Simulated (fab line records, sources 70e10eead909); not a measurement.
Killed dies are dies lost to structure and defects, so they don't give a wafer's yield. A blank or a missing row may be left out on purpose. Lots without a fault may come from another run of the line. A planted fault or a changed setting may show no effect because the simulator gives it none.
Chamber matching | flow nand_harc | NHARC_A_CHANNEL_HOLE_D1_DESCUM_15 on rie_diel-06: 4 sister chambers
The step chemistry O2, time 3 s. 18 wafers are shown with their chamber, then 9 later ones without.

WAFERS WITH THEIR CHAMBER
wafer  | chamber | showerhead_plenum_p_Torr (Torr) | oes_product_au (a.u.) | throttle_valve_pct (%)
L081.2 | 3       | 1.80                            | 1.006                 | 11.301
L081.4 | 0       | 1.81                            | 0.991                 | 11.311
L081.6 | 0       | 1.81                            | 0.996                 | 11.317
L081.1 | 2       | 1.90                            | 1.003                 | 11.299
L081.3 | 1       | 1.79                            | 0.996                 | 11.310
L081.5 | 3       | 1.80                            | 1.001                 | 11.316
L080.1 | 0       | 1.81                            | 0.993                 | 11.309
L080.4 | 1       | 1.79                            | 0.999                 | 11.326
L080.6 | 0       | 1.81                            | 0.990                 | 11.311
L080.2 | 3       | 1.80                            | 1.001                 | 11.292
L080.3 | 2       | 1.90                            | 0.999                 | 11.301
L080.5 | 1       | 1.79                            | 1.004                 | 11.303
L083.1 | 3       | 1.79                            | 1.005                 | 11.324
L083.3 | 0       | 1.80                            | 0.990                 | 11.316
L083.4 | 1       | 1.79                            | 1.010                 | 11.324
L086.1 | 3       | 1.79                            | 1.005                 | 11.327
L086.4 | 2       | 1.90                            | 1.022                 | 11.313
L086.6 | 2       | 1.90                            | 1.024                 | 11.303

SIGNATURES (means of the wafers above)
reading                  | chamber 0 | chamber 1 | chamber 2 | chamber 3 | scatter within a chamber
showerhead_plenum_p_Torr | 1.8080    | 1.7900    | 1.9000    | 1.7960    | 0.00378
oes_product_au           | 0.99200   | 1.00225   | 1.01200   | 1.00360   | 0.00684
throttle_valve_pct       | 11.31280  | 11.31575  | 11.30400  | 11.31200  | 0.0101
Rule: a wafer's distance from a chamber is the root of the sum, over the readings, of the square of ((its reading less the chamber's mean) divided by the reading's scatter). The wafer belongs to the nearest chamber; if the next one is less than 2 further off, it can't be placed. The scatter: the root of (the sum of the squares of (reading less its chamber's mean) over the shown wafers, divided by (wafers less chambers)).

WAFERS WITHOUT THEIR CHAMBER
wafer  | showerhead_plenum_p_Torr (Torr) | oes_product_au (a.u.) | throttle_valve_pct (%)
L089.4 | 1.79                            | 1.012                 | 11.323
L089.5 | 1.79                            | 1.014                 | 11.317
L089.6 | 1.80                            | 1.013                 | 11.301
L093.2 | 1.78                            | 1.018                 | 11.318
L093.3 | 1.89                            | 0.988                 | 11.307
L093.6 | 1.78                            | 1.016                 | 11.303
L097.1 | 1.79                            | 1.000                 | 11.289
L097.3 | 1.77                            | 1.012                 | 11.301
L097.4 | 1.89                            | 1.008                 | 11.315

WHICH CHAMBER EACH WENT THROUGH
wafer  | from the rows above          | in truth
L089.4 | can't be placed: 1 or 3      | 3
L089.5 | can't be placed: 1 or 3      | 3
L089.6 | can't be placed: 3 or 1 or 0 | 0
L093.2 | can't be placed: 1 or 3      | 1
L093.3 | 2                            | 2
L093.6 | can't be placed: 1 or 3      | 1
L097.1 | can't be placed: 1 or 3      | 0
L097.3 | can't be placed: 1 or 3      | 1
L097.4 | 2                            | 2
Placed correctly: 2 of 9. Can't be placed from these rows: 7 (the true chamber is among the candidates in 6). Placed wrongly: 0.
